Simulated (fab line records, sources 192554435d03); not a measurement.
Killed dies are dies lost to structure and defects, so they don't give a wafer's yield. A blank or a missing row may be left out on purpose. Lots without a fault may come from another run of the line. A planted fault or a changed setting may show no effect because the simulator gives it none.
Chamber matching | flow n5_finfet | N5_BEOL_M3_ETCH_74 on rie_diel-02: 4 sister chambers
The step etches underlayer in N2/H2, target depth 6.5 nm, time 5.2 s. 4 wafers are shown with their chamber, then 10 later ones without.

WAFERS WITH THEIR CHAMBER
wafer  | chamber | showerhead_plenum_p_Torr (Torr)
L085.4 | 2       | 2.45
L085.6 | 0       | 2.40
L086.1 | 3       | 2.61
L086.4 | 1       | 2.48

WAFERS WITHOUT THEIR CHAMBER
wafer  | showerhead_plenum_p_Torr (Torr)
L086.5 | 2.61
L090.1 | 2.61
L090.4 | 2.45
L090.6 | 2.48
L091.4 | 2.47
L091.5 | 2.60
L091.6 | 2.39
L095.1 | 2.47
L095.3 | 2.60
L095.6 | 2.45

WHICH CHAMBER EACH WENT THROUGH
wafer  | from the rows above     | in truth
L086.5 | 3                       | 3
L090.1 | 3                       | 3
L090.4 | 2                       | 2
L090.6 | 1                       | 1
L091.4 | can't be placed: 1 or 2 | 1
L091.5 | 3                       | 3
L091.6 | 0                       | 0
L095.1 | can't be placed: 1 or 2 | 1
L095.3 | 3                       | 3
L095.6 | 2                       | 2
Placed correctly: 8 of 10. Can't be placed from these rows: 2 (the true chamber is among the candidates in 2). Placed wrongly: 0.
How it was worked out, from the rows above alone: a wafer's distance from a chamber is the root of the sum, over the readings, of the square of ((its reading less the chamber's mean) divided by the reading's scatter). The wafer belongs to the nearest chamber; if the next one is less than 2 further off, it can't be placed. A chamber's mean is the mean of its shown wafers. The scatter: with one shown wafer a chamber, the root of the mean of the squares of how far each hidden wafer lies from its nearest shown one.
